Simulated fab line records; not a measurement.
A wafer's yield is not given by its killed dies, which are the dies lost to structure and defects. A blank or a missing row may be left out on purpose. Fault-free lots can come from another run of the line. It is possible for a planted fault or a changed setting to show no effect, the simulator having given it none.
Chamber matching :: flow nand_harc :: pecvd-03 running NHARC_A_SLIT_DEP_23: 3 sister chambers
The step deposits SiON, target thk 100 nm. 16 wafers are shown with their chamber, then 8 later ones without.

WAFERS PAIRED WITH THEIR CHAMBERS
wafer: L077.2
chamber: 1
heater_power_w (W): 695
showerhead_vpp_V (V): 1148

wafer: L077.5
chamber: 1
heater_power_w (W): 698
showerhead_vpp_V (V): 1169

wafer: L077.6
chamber: 2
heater_power_w (W): 859
showerhead_vpp_V (V): 1089

wafer: L079.3
chamber: 1
heater_power_w (W): 755
showerhead_vpp_V (V): 1165

wafer: L079.5
chamber: 0
heater_power_w (W): 515
showerhead_vpp_V (V): 1081

wafer: L079.6
chamber: 2
heater_power_w (W): 872
showerhead_vpp_V (V): 1072

wafer: L082.3
chamber: 0
heater_power_w (W): 592
showerhead_vpp_V (V): 1097

wafer: L082.4
chamber: 1
heater_power_w (W): 658
showerhead_vpp_V (V): 1153

wafer: L082.5
chamber: 2
heater_power_w (W): 880
showerhead_vpp_V (V): 1097

wafer: L083.1
chamber: 2
heater_power_w (W): 872
showerhead_vpp_V (V): 1071

wafer: L083.4
chamber: 1
heater_power_w (W): 723
showerhead_vpp_V (V): 1152

wafer: L083.6
chamber: 0
heater_power_w (W): 563
showerhead_vpp_V (V): 1084

wafer: L091.1
chamber: 2
heater_power_w (W): 793
showerhead_vpp_V (V): 1075

wafer: L091.3
chamber: 0
heater_power_w (W): 515
showerhead_vpp_V (V): 1105

wafer: L091.4
chamber: 0
heater_power_w (W): 527
showerhead_vpp_V (V): 1093

wafer: L093.3
chamber: 0
heater_power_w (W): 534
showerhead_vpp_V (V): 1100

SIGNATURES (averages over the wafers above)
reading: heater_power_w
chamber 0: 541.00
chamber 1: 705.80
chamber 2: 855.20
scatter within a chamber: 33.9

reading: showerhead_vpp_V
chamber 0: 1093.33
chamber 1: 1157.40
chamber 2: 1080.80
scatter within a chamber: 10
Rule: for each reading, subtract the chamber's mean from the wafer's reading, divide by that reading's scatter and square the result; add these up over the readings and take the root, which gives the wafer's distance from the chamber. If the next closest chamber is less than 2 further off than the closest, the wafer can't be placed; otherwise it belongs to the closest. The scatter: the root of (the sum of the squares of (reading less its chamber's mean) over the shown wafers, divided by (wafers less chambers)).

WAFERS WHOSE CHAMBER IS MISSING
wafer: L093.5
heater_power_w (W): 552
showerhead_vpp_V (V): 1095

wafer: L093.6
heater_power_w (W): 828
showerhead_vpp_V (V): 1085

wafer: L095.2
heater_power_w (W): 868
showerhead_vpp_V (V): 1098

wafer: L095.5
heater_power_w (W): 848
showerhead_vpp_V (V): 1100

wafer: L095.6
heater_power_w (W): 618
showerhead_vpp_V (V): 1091

wafer: L096.1
heater_power_w (W): 736
showerhead_vpp_V (V): 1092

wafer: L096.5
heater_power_w (W): 583
showerhead_vpp_V (V): 1087

wafer: L096.6
heater_power_w (W): 752
showerhead_vpp_V (V): 1075

WHICH CHAMBER EACH ONE RAN IN
wafer: L093.5
from the rows above: 0
in truth: 0

wafer: L093.6
from the rows above: 2
in truth: 2

wafer: L095.2
from the rows above: 2
in truth: 2

wafer: L095.5
from the rows above: 2
in truth: 2

wafer: L095.6
from the rows above: 0
in truth: 0

wafer: L096.1
from the rows above: 2
in truth: 2

wafer: L096.5
from the rows above: 0
in truth: 0

wafer: L096.6
from the rows above: 2
in truth: 2
Correctly placed: 8 of 8. Left unplaced by these rows: 0. Wrongly placed: 0.
